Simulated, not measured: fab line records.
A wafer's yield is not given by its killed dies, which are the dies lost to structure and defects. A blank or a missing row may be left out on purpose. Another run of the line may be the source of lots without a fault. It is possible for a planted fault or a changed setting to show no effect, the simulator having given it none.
Chamber matching -- flow n5-finfet -- rie-diel-01 running N5_BEOL_M8_ETCH_61: 4 sister chambers
The step etches SiARC in CF4, target depth 45.5 nm, time 75.8 s. 8 wafers are shown with their chamber, then 11 later ones without.

## EACH WAFER AND ITS CHAMBER
wafer,chamber,showerhead-plenum-p-Torr (Torr),drypump-motor-current-A (A)
L079.4,0,2.09,5.4
L084.5,1,2.15,5.5
L087.5,2,2.21,5.8
L087.6,3,2.09,6.1
L086.1,3,2.09,6.1
L086.3,2,2.20,5.9
L086.4,1,2.14,5.5
L090.1,0,2.09,5.5

## WAFERS WITHOUT THEIR CHAMBER
wafer,showerhead-plenum-p-Torr (Torr),drypump-motor-current-A (A)
L090.4,2.14,5.5
L090.5,2.09,6.1
L088.1,2.20,5.8
L088.2,2.09,6.1
L088.3,2.14,5.5
L096.1,2.09,6.1
L096.3,2.14,5.5
L096.5,2.09,6.1
L097.2,2.08,5.5
L097.4,2.08,5.5
L097.6,2.14,5.5

## WHICH CHAMBER EACH WENT THROUGH
wafer,from the rows above,in truth
L090.4,1,1
L090.5,3,3
L088.1,2,2
L088.2,3,3
L088.3,1,1
L096.1,3,3
L096.3,1,1
L096.5,3,3
L097.2,0,0
L097.4,0,0
L097.6,1,1
Correctly placed: 11 of 11. Can't be placed from these rows: 0. Number placed wrongly: 0.
How it was worked out, from the rows above alone: a wafer's distance from a chamber is the root of the sum, over the readings, of the square of ((its reading less the chamber's mean) divided by the reading's scatter). If the next closest chamber is less than 2 further off than the closest, the wafer can't be placed; otherwise it belongs to the closest. For every chamber, the mean is computed from those of its wafers that are shown. The scatter: the root of (the sum of the squares of (reading less its chamber's mean) over the shown wafers, divided by (wafers less chambers)).
